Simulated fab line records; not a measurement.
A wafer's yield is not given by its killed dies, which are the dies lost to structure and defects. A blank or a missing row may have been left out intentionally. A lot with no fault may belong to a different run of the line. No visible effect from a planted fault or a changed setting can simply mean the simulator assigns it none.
fab line records	flow nandHarc	part 1 of 2: steps 1 to 19 of 31
record lots=5	wafers=15	lastDay=31
route steps=1302 shown A_SGD_CUT@905 A_SLIT@922
lots with no fault: from the same line, run without faults
startH: start of the lot's first displayed wafer, in hours after the record's first day	waitH: hours elapsed since this lot's preceding step	" identical to the entry in the row above	L1.1+2: a row that stands for several wafers	- either no value or no given start	* or withheld: withheld	< > ~ a bound
route shown NAME@n: a module of which the file shows steps, and the number in the route of the first	usual: mean and standard deviation over wafers with no fault	same: alike in all rows	chamber/n: place in a boat	sites: per-site readings	_std_site: their standard deviation	_edge_site: inner sites' mean taken away from outer sites' mean	radiusMm: for every site, how far away it sits from the centre of the wafer	mask NAME#n: copy n	behind: the most recent tool/chamber to have shaped the wafer	hold: why the lot was held/for how many hours/how that ended	device: names the non-switching transistor (n, p or np)	end of line: the same wafers' tests at the end of the route	a step given without rows: its recipe and nothing more	killed: dies that structure and defects cost at the first sort, which is not the same as the wafer's yield	map: a wafer's dies, x killed, . not, _ none there
set.NAME: the setting as run; set.NAME@STEP: as run at that earlier step	model.NAME: the simulator's own value behind a step, which no gauge read
lots at selected steps of the route; one table per step, one row per wafer
services: from which hour (startH, from the record's first day; less than 0 if before it) a tool's chamber was out of use, for how many hours, and why
## steps
# step NHARC_A_SGD_CUT_ETCH_58
# recipe targetDepthA=390	overEtchFrac=0.3	timeS=65	ionEnergyEv=80	cf4FlowSccm=150	arFlowSccm=0	rfW=300	biasW=100	chemistry=CF4
# usual chamberPressureMTorr=50.00/0.042	drypumpMotorCurrentA=5.77/0.28	mfcArSccm=0.006/0.011	oesProductAu=0.998/0.012	rfVppV=151.3/1.2	showerheadPlenumPTorr=1.77/0.068	throttleValvePct=13.284/0.0091
lot.wafer	tool	chamber	startH	waitH	chamberPressureMTorr	drypumpMotorCurrentA	mfcArSccm	oesProductAu	rfHoursCounterH	rfVppV	showerheadPlenumPTorr	throttleValvePct
L079.4	rieDiel-03	3	500.15	0.1	50.05	5.46	0.020	1.004	2	151.9	1.82	13.296
L079.2	"	1	"	"	50.02	5.94	0.001	0.986	3	149.5	1.72	13.266
L079.3	"	2	"	"	50.04	6.63	0.009	0.967	3	151.5	1.77	13.267
L083.3	rieDiel-10	3	528.10	0.1	49.98	5.80	0	1.031	5	151.0	1.85	13.276
L083.4	"	0	"	"	50.04	6.15	0	1.009	5	150.5	1.71	13.278
L083.5	"	3	"	"	50.07	5.84	0	1.015	-	152.8	1.85	13.285
L084.1	rieDiel-10	2	540.54	0.1	49.99	5.94	0	0.999	6	150.8	1.74	13.281
L084.2	"	0	"	"	49.93	6.16	0	0.995	7	150.5	1.71	13.303
L084.6	"	2	"	"	49.99	5.92	0	0.999	-	149.6	1.74	13.285
L089.2	rieDiel-12	3	575.49	0.1	49.97	5.91	0	1.002	5	150.6	1.70	13.273
L089.6	"	0	"	"	50.04	5.70	0	0.984	-	150.1	1.65	13.290
L089.5	"	2	"	"	50.04	5.52	0.006	1.004	-	149.9	1.73	13.284
L093.3	rieDiel-10	0	627.51	0.1	49.98	6.16	0	0.993	1	150.8	1.71	13.289
L093.2	"	2	"	"	49.97	5.93	0	1.026	1	150.8	1.74	13.276
L093.5	"	1	"	"	49.97	5.41	0.002	0.975	-	153.1	1.87	13.260
# step NHARC_A_SGD_CUT_ETCH_59
# recipe targetDepthA=2600	overEtchFrac=0.25	timeS=406.25	ionEnergyEv=200	n2FlowSccm=150	h2FlowSccm=150	arFlowSccm=0	rfW=400	biasW=150	chemistry=N2/H2
# usual chamberPressureMTorr=30.000/0.026	drypumpMotorCurrentA=5.8/0.32	mfcArSccm=0.005/0.0095	oesProductAu=0.999/0.012	rfVppV=430.4/2.6	showerheadPlenumPTorr=2.04/0.087	throttleValvePct=14.172/0.0094
lot.wafer	tool	chamber	startH	waitH	chamberPressureMTorr	drypumpMotorCurrentA	mfcArSccm	oesProductAu	rfHoursCounterH	rfVppV	showerheadPlenumPTorr	throttleValvePct
L079.3	rieDiel-03	2	-	-	30.006	6.6	0.009	0.992	3	430.6	2.04	14.169
L079.2	"	3	"	"	29.995	5.5	0.020	1.013	3	431.4	2.11	14.157
L079.4	"	0	"	"	29.975	5.7	0.034	1.004	2	431.8	2.10	14.178
L083.3	rieDiel-10	1	-	-	30.029	5.4	0.002	1.016	5	432.9	2.18	14.175
L083.4	"	3	"	"	29.989	5.8	0	1.019	5	432.6	2.15	14.189
L083.5	"	1	"	"	29.993	5.4	0.002	1.012	-	434.4	2.18	14.180
L084.2	rieDiel-10	0	-	-	30.000	6.1	0	1.014	7	427.1	1.96	14.192
L084.1	"	3	"	"	29.999	5.8	0	1.028	6	433.5	2.15	14.165
L084.6	"	1	"	"	30.008	5.4	0.002	1.031	-	433.2	2.18	14.164
L089.2	rieDiel-12	3	-	-	29.977	5.9	0	0.994	6	429.2	1.96	14.170
L089.6	"	2	"	"	29.969	5.5	0.006	0.986	-	429.0	1.99	14.181
L089.5	"	0	"	"	30.043	5.7	0	0.987	-	426.2	1.89	14.168
L093.2	rieDiel-10	1	-	-	30.006	5.4	0.002	0.989	2	434.0	2.17	14.178
L093.3	"	3	"	"	30.008	5.8	0	1.009	1	433.0	2.14	14.167
L093.5	"	0	"	"	30.010	6.2	0	0.993	-	427.2	1.96	14.182
# step NHARC_A_SGD_CUT_ETCH_15
# recipe targetDepthA=750	timeS=64.3	ch3fFlowSccm=50	o2FlowSccm=30	arFlowSccm=200	rfW=500	biasW=100	chemistry=CH3F/O2
# usual chamberPressureMTorr=24.998/0.023	drypumpMotorCurrentA=5.8/0.31	mfcArSccm=200.1/0.57	oesProductAu=0.959/0.016	rfVppV=263.8/1.8	showerheadPlenumPTorr=2.45/0.096	throttleValvePct=20.664/0.0091
lot.wafer	tool	chamber	startH	waitH	chamberPressureMTorr	drypumpMotorCurrentA	mfcArSccm	oesProductAu	rfHoursCounterH	rfVppV	showerheadPlenumPTorr	throttleValvePct
L079.3	rieDiel-03	2	-	-	25.011	6.6	200.6	0.956	3	263.7	2.46	20.661
L079.4	"	3	"	"	24.985	5.5	199.6	1.000	3	265.1	2.54	20.668
L079.2	"	0	"	"	24.970	5.7	201.0	0.935	2	264.7	2.53	20.673
L083.3	rieDiel-10	2	-	-	24.959	5.9	199.8	0.921	5	264.9	2.42	20.673
L083.4	"	0	"	"	25.000	6.2	200.1	0.939	5	262.1	2.37	20.656
L083.5	"	2	"	"	24.983	5.9	200.3	0.938	-	262.6	2.42	20.647
L084.1	rieDiel-10	1	-	-	25.023	5.4	200.4	0.983	7	264.5	2.61	20.658
L084.2	"	2	"	"	25.006	5.9	200.3	0.982	6	262.8	2.42	20.645
L084.6	"	1	"	"	25.006	5.4	200.5	0.992	-	267.6	2.61	20.678
L089.2	rieDiel-12	0	-	-	24.985	5.7	199.9	0.944	4	260.6	2.29	20.664
L089.6	"	0	"	"	25.005	5.7	200.0	0.948	-	261.7	2.29	20.669
L089.5	"	2	"	"	24.987	5.5	199.8	0.966	-	263.2	2.41	20.664
L093.2	rieDiel-10	0	-	-	24.999	6.2	199.8	0.965	2	262.5	2.37	20.673
L093.3	"	1	"	"	25.002	5.4	199.8	0.944	2	267.0	2.61	20.673
L093.5	"	3	"	"	24.951	5.8	200.1	0.980	-	265.0	2.58	20.645
# step NHARC_A_SGD_CUT_ETCH_16
# recipe targetDepthA=3105	timeS=155.2	c4f8FlowSccm=withheld	o2FlowSccm=8	arFlowSccm=withheld	rfW=600	biasW=800	chemistry=C4F8/O2/Ar
# usual chamberPressureMTorr=25.001/0.022	oesProductAu=0.969/0.013	rfVppV=723/3.9
lot.wafer	tool	chamber	startH	waitH	chamberPressureMTorr	oesProductAu	rfHoursCounterH	rfVppV
L079.3	rieDiel-03	1	-	-	24.977	0.952	3	722
L079.2	"	2	"	"	24.991	0.962	3	723
L079.4	"	3	"	"	24.997	0.987	3	726
L083.4	rieDiel-10	3	-	-	25.006	0.964	5	728
L083.3	"	2	"	"	25.009	0.969	5	723
L083.5	"	0	"	"	25.008	0.961	-	722
L084.2	rieDiel-10	3	-	-	24.982	0.976	6	727
L084.1	"	1	"	"	24.985	0.981	7	728
L084.6	"	2	"	"	24.992	0.981	-	721
L089.2	rieDiel-12	3	-	-	25.012	0.979	6	720
L089.6	"	0	"	"	25.037	0.957	-	716
L089.5	"	2	"	"	25.029	0.966	-	721
L093.3	rieDiel-10	3	-	-	24.983	0.994	1	726
L093.2	"	0	"	"	24.979	0.981	2	720
L093.5	"	1	"	"	24.984	0.949	-	729
# step NHARC_A_SGD_CUT_STRIP_60
# recipe c4f8FlowSccm=withheld	o2FlowSccm=8	arFlowSccm=withheld	biasW=0	chemistry=C4F8/O2/Ar
lot.wafer	tool	chamber	startH	waitH
L079.2+3+4	rieDiel-03	0,1,2	-	-
L083.4+3+5	rieDiel-10	3,1,3	-	-
L084.1+2+6	rieDiel-10	2,0,2	-	-
L089.2+5+6	rieDiel-12	2,2,3	-	-
L093.3+2+5	rieDiel-10	1,3,1	-	-
# step NHARC_A_SGD_CUT_STRIP_17
# recipe o2FlowSccm=500	arFlowSccm=0	biasW=0	chemistry=O2
# usual chamberPressureMTorr=60.00/0.055	drypumpMotorCurrentA=5.79/0.3	mfcArSccm=0.006/0.01	oesProductAu=0.999/0.011	rfVppV=57.6/0.81	showerheadPlenumPTorr=3.53/0.13	throttleValvePct=17.035/0.0094
lot.wafer	tool	chamber	startH	waitH	chamberPressureMTorr	drypumpMotorCurrentA	mfcArSccm	oesProductAu	rfHoursCounterH	rfVppV	showerheadPlenumPTorr	throttleValvePct
L079.2	rieDiel-03	0	-	-	60.04	5.71	0.034	1.007	2	56.9	3.62	17.033
L079.4	"	1	"	"	59.96	5.94	0.001	0.984	3	56.2	3.43	17.037
L079.3	"	2	"	"	59.97	6.60	0.009	0.979	3	57.6	3.53	17.049
L083.3	rieDiel-10	1	-	-	60.00	5.45	0.002	1.006	5	57.8	3.74	17.038
L083.4	"	3	"	"	59.98	5.80	0	1.008	5	60.0	3.70	17.019
L083.5	"	1	"	"	60.04	5.43	0.002	1.006	-	58.4	3.74	17.043
L084.1	rieDiel-10	1	-	-	59.99	5.44	0.002	1.012	7	55.4	3.74	17.034
L084.2	"	3	"	"	59.99	5.81	0	1.006	6	59.2	3.70	17.040
L084.6	"	1	"	"	59.97	5.44	0.002	1.010	-	59.1	3.74	17.040
L089.2	rieDiel-12	2	-	-	60.00	5.54	0.006	1.008	6	56.1	3.45	17.032
L089.5	"	2	"	"	59.97	5.52	0.006	1.004	-	58.6	3.45	17.031
L089.6	"	3	"	"	60.09	5.88	0	1.001	-	57.2	3.40	17.037
L093.2	rieDiel-10	0	-	-	59.98	6.17	0	1.007	2	56.6	3.40	17.033
L093.3	"	2	"	"	59.94	5.92	0	1.023	2	57.1	3.48	17.014
L093.5	"	0	"	"	59.99	6.16	0	0.996	-	57.8	3.40	17.021
# step NHARC_A_SGD_CUT_PRECLEAN_18
# recipe timeS=*	tempC=50	bathAgeMin=0	chemistry=SC1
# same bathAgeMin=0
lot.wafer	tool	chamber	startH	waitH
L079.3+2+4	wetBench-03	1,2,3	501.06	-
L083.4+3+5	wetBench-03	1,2,5	528.99	-
L084.6+2+1	wetBench-03	6,7,2	541.43	-
L089.6+5+2	wetBench-05	4,5,0	576.50	-
L093.5+2+3	wetBench-07	3,4,6	628.42	-
# step NHARC_A_SGD_CUT_SRD_19
lot.wafer	tool	chamber	startH	waitH
L079.3+2+4	wetBench-03	1,2,3	-	-
L083.4+3+5	wetBench-03	1,2,5	-	-
L084.6+2+1	wetBench-03	6,7,2	-	-
L089.6+5+2	wetBench-05	4,5,0	-	-
L093.5+2+3	wetBench-07	3,4,6	-	-
# step NHARC_A_SGD_CUT_DEP_20
# recipe targetThkA=1500	tempC=65	material=SiO2
lot.wafer	tool	chamber	startH	waitH
L079.2+3+4	fcvd-02	0,0,1	501.18	-
L083.3+4+5	fcvd-01	1,0,0	529.18	-
L084.2+1+6	fcvd-02	0,1,0	541.57	-
L089.2+5+6	fcvd-01	1,0,1	576.67	-
L093.2+3+5	fcvd-02	1,1,0	628.58	-
# step NHARC_A_SGD_CUT_ANNEAL_27
# recipe tempC=450	timeS=1800
# usual zonePowerTopPct=12.3/1.4	zonePowerUpperPct=5.1/0.74
lot.wafer	tool	chamber	startH	waitH	zonePowerTopPct	zonePowerUpperPct
L079.2	furnace-06	0	502.04	0.8	12.0	4.7
L079.3	"	0	"	"	12.1	4.7
L079.4	"	0	"	"	11.9	4.7
L083.3	furnace-02	0	532.46	3.3	14.8	6.4
L083.4	"	0	"	"	14.9	6.4
L083.5	"	0	"	"	14.9	6.5
L084.1	furnace-06	0	546.13	4.5	12.0	4.7
L084.2	"	0	"	"	12.0	4.7
L084.6	"	0	"	"	12.1	4.6
L089.2	furnace-06	0	579.83	3.1	11.8	4.7
L089.5	"	0	"	"	11.9	4.7
L089.6	"	0	"	"	12.2	4.6
L093.2	furnace-08	0	633.54	4.9	10.5	4.6
L093.3	"	0	"	"	10.4	4.5
L093.5	"	0	"	"	10.4	4.7
# step NHARC_A_SGD_CUT_CMP_21
# recipe targetThkNm=148.19
# usual motorCurrentA=12.0/0.63	timeToEndpointS=50/3.3
lot.wafer	tool	chamber	startH	waitH	motorCurrentA	timeToEndpointS
L079.2	cmp-04	0	503.49	0.4	12.2	50
L079.3	"	2	"	"	12.3	47
L079.4	"	3	"	"	12.1	55
L083.4	cmp-04	3	533.90	0.4	11.6	53
L083.3	"	0	"	"	12.1	51
L083.5	"	0	"	"	12.9	54
L084.2	cmp-03	1	547.57	0.4	11.0	50
L084.1	"	0	"	"	12.1	53
L084.6	"	2	"	"	11.5	48
L089.2	cmp-03	0	581.34	0.4	12.0	49
L089.6	"	1	"	"	11.4	48
L089.5	"	2	"	"	10.8	47
L093.2	cmp-02	0	635.02	0.4	12.4	54
L093.3	"	2	"	"	11.2	55
L093.5	"	3	"	"	12.8	52
# step NHARC_A_SGD_CUT_THK_MEAS_22
# recipe thkMeasGauge=ellipsometry
# usual thkNm=148.0/1.5
lot.wafer	tool	chamber	startH	waitH	thkNm
L079.2	filmMetro-01	-	503.75	0.2	147.7
L079.3	"	-	"	"	146.4
L079.4	"	-	"	"	150.2
L083.3	filmMetro-02	-	534.16	0.2	149.4
L083.4	"	-	"	"	150.4
L083.5	"	-	"	"	147.2
L084.1	filmMetro-02	-	547.83	0.2	149.9
L084.2	"	-	"	"	148.0
L084.6	"	-	"	"	146.6
L089.2	filmMetro-02	-	581.52	0.2	148.6
L089.5	"	-	"	"	147.2
L089.6	"	-	"	"	146.8
L093.2	filmMetro-01	-	635.25	0.2	149.6
L093.3	"	-	"	"	148.3
L093.5	"	-	"	"	144.2
# step NHARC_A_SGD_CUT_SRD_23
lot.wafer	tool	chamber	startH	waitH
L079.4+2+3	wetBench-07	2,6,7	503.81	0.1
L083.5+3+4	wetBench-05	0,1,3	534.21	0.0
L084.2+6+1	wetBench-05	2,3,5	547.87	0.0
L089.5+2+6	wetBench-03	2,3,5	581.56	0.0
L093.3+5+2	wetBench-05	6,7,0	635.30	0.1
# step NHARC_A_SGD_CUT_ETCH_26
# recipe targetDepthA=458	chemistry=dHF	material=SiO2
lot.wafer	tool	chamber	startH	waitH
L079.4+2+3	wetBench-07	2,6,7	503.84	0.0
L083.5+3+4	wetBench-05	0,1,3	534.23	0.0
L084.2+6+1	wetBench-05	2,3,5	547.92	0.0
L089.5+2+6	wetBench-03	2,3,5	581.58	0.0
L093.3+5+2	wetBench-05	6,7,0	635.33	0.0
# step NHARC_A_SGD_CUT_ETCHBACK_24
# recipe targetDepthA=500	overEtchFrac=0.3	timeS=92.857	ionEnergyEv=120	ch3fFlowSccm=50	o2FlowSccm=30	arFlowSccm=200	rfW=500	biasW=100	chemistry=CH3F/O2
# usual chamberPressureMTorr=25.000/0.024	drypumpMotorCurrentA=5.8/0.31	mfcArSccm=200.0/0.63	oesProductAu=0.97/0.035	rfVppV=244.4/1.6	showerheadPlenumPTorr=2.46/0.092	throttleValvePct=20.664/0.0099
lot.wafer	tool	chamber	startH	waitH	chamberPressureMTorr	drypumpMotorCurrentA	mfcArSccm	oesProductAu	rfHoursCounterH	rfVppV	showerheadPlenumPTorr	throttleValvePct
L079.3	rieDiel-12	1	504.01	0.1	24.954	5.6	200.8	0.95	2	246.2	2.55	20.671
L079.2	"	2	"	"	24.978	5.5	199.9	0.96	2	244.1	2.41	20.672
L079.4	"	1	"	"	24.955	5.6	200.4	0.96	-	248.5	2.55	20.670
L083.3	rieDiel-12	1	534.42	0.2	25.002	5.6	199.5	0.99	3	246.6	2.55	20.668
L083.4	"	2	"	"	25.051	5.5	200.7	0.99	-	243.1	2.41	20.660
L083.5	"	3	"	"	25.007	5.9	201.1	1.00	-	243.8	2.37	20.662
L084.1	rieDiel-12	2	548.12	0.2	24.977	5.5	199.8	1.00	4	242.7	2.41	20.687
L084.2	"	0	"	"	24.998	5.7	199.7	0.95	3	242.7	2.29	20.656
L084.6	"	1	"	"	25.022	5.6	200.1	0.99	-	245.0	2.55	20.650
L089.2	rieDiel-03	0	581.78	0.2	25.003	5.7	199.7	1.00	10	245.7	2.53	20.660
L089.5	"	1	"	"	25.011	5.9	199.8	0.99	-	243.4	2.39	20.658
L089.6	"	2	"	"	24.995	6.6	201.3	0.99	-	245.2	2.46	20.679
L093.2	rieDiel-10	2	635.50	0.2	25.014	5.9	199.8	0.94	2	245.4	2.42	20.654
L093.3	"	1	"	"	24.971	5.4	200.5	0.91	-	245.6	2.61	20.665
L093.5	"	1	"	"	25.006	5.5	199.8	0.91	-	247.1	2.61	20.649
# step NHARC_A_SGD_CUT_STRIP_28
# recipe timeS=20	o2FlowSccm=500	arFlowSccm=0	biasW=0	chemistry=O2
# usual chamberPressureMTorr=60.00/0.057	drypumpMotorCurrentA=5.8/0.3	mfcArSccm=0.006/0.0098	oesProductAu=0.999/0.011	rfVppV=57.8/0.89	showerheadPlenumPTorr=3.53/0.13	throttleValvePct=17.037/0.0095
lot.wafer	tool	chamber	startH	waitH	chamberPressureMTorr	drypumpMotorCurrentA	mfcArSccm	oesProductAu	rfHoursCounterH	rfVppV	showerheadPlenumPTorr	throttleValvePct
L079.3	rieDiel-12	3	504.17	0.1	59.94	5.9	0	0.998	3	57.0	3.40	17.032
L079.2	"	1	"	"	60.03	5.6	0.001	0.998	2	59.3	3.65	17.025
L079.4	"	3	"	"	59.93	5.9	0	0.995	-	57.3	3.40	17.030
L083.3	rieDiel-12	2	534.55	0.1	60.03	5.5	0.006	1.001	4	57.4	3.46	17.041
L083.5	"	2	"	"	60.00	5.5	0.006	0.997	-	58.7	3.46	17.044
L083.4	"	1	"	"	59.92	5.6	0.001	0.985	-	58.3	3.65	17.042
L084.2	rieDiel-12	0	-	-	60.11	5.7	0	0.980	3	57.2	3.30	17.045
L084.1	"	1	"	"	60.14	5.6	0.001	1.003	4	56.9	3.65	17.039
L084.6	"	1	"	"	60.07	5.6	0.001	0.998	-	57.8	3.65	17.048
L089.2	rieDiel-03	2	-	-	59.96	6.6	0.009	0.985	10	57.4	3.53	17.023
L089.5	"	3	"	"	59.96	5.5	0.020	0.998	-	56.1	3.63	17.020
L089.6	"	0	"	"	59.94	5.7	0.034	0.981	-	58.6	3.62	17.023
L093.2	rieDiel-10	1	635.70	0.2	60.07	5.4	0.002	0.977	3	58.3	3.74	17.043
L093.3	"	1	"	"	60.06	5.4	0.002	0.988	-	58.5	3.74	17.040
L093.5	"	1	"	"	60.01	5.4	0.002	0.990	-	59.0	3.74	17.033
# step NHARC_A_SGD_CUT_INSPECT_25
# usual rawDefectCount=385/82
lot.wafer	tool	chamber	startH	waitH	rawDefectCount
L079.2	defectInspect-01	-	504.27	-	334
L079.3	"	-	"	"	452
L079.4	"	-	"	"	336
L083.3	defectInspect-02	-	534.66	-	355
L083.4	"	-	"	"	330
L083.5	"	-	"	"	369
L084.1	defectInspect-02	-	548.36	-	272
L084.2	"	-	"	"	341
L084.6	"	-	"	"	352
L089.2	defectInspect-02	-	581.98	-	392
L089.5	"	-	"	"	454
L089.6	"	-	"	"	431
L093.2	defectInspect-01	-	635.82	0.1	288
L093.3	"	-	"	"	402
L093.5	"	-	"	"	376
# step NHARC_A_SLIT_DEP_25
# recipe targetThkA=2000	tempC=400	pressureTorr=6.5	rfW=900	teosFlowSccm=161.4	flowSccm=2650	targetThkNm=200	gas=O2	material=SiO2
# usual heaterPowerW=561/110	throttleValvePct=15.9/0.63
lot.wafer	tool	chamber	startH	waitH	heaterPowerW	throttleValvePct
L079.3	pecvd-02	2	504.42	0.1	506	17.0
L079.2	"	0	"	"	655	16.1
L079.4	"	1	"	"	569	14.7
L083.3	pecvd-03	2	534.76	0.1	595	16.6
L083.4	"	2	"	"	611	17.1
L083.5	"	0	"	"	525	16.3
L084.1	pecvd-04	2	548.44	0.1	387	15.9
L084.2	"	0	"	"	593	15.9
L084.6	"	0	"	"	606	15.6
L089.2	pecvd-02	1	582.12	0.1	595	15.0
L089.5	"	2	"	"	619	16.9
L089.6	"	1	"	"	619	14.9
L093.3	pecvd-03	2	635.92	0.1	672	16.7
L093.2	"	0	"	"	502	15.9
L093.5	"	1	"	"	480	15.4
# step NHARC_A_SLIT_DEP_00
# recipe targetThkA=62000	tempC=400	material=aC
# usual throttleValvePct=34.999/0.0087
lot.wafer	tool	chamber	startH	waitH	throttleValvePct
L079.2	aclDep-02	0	508.10	-	35.003
L079.3	"	0	"	"	34.999
L079.4	"	0	"	"	35.005
L083.3	aclDep-03	0	537.90	-	35.005
L083.4	"	0	"	"	34.991
L083.5	"	0	"	"	34.996
L084.1	aclDep-03	0	548.78	-	35.006
L084.2	"	0	"	"	35.006
L084.6	"	0	551.88	-	35.000
L089.2	aclDep-01	0	583.90	-	34.997
L089.5	"	0	585.80	-	34.991
L089.6	"	0	"	"	35.001
L093.2	aclDep-03	0	638.25	-	35.000
L093.3	"	0	"	"	34.994
L093.5	"	0	640.11	-	35.004
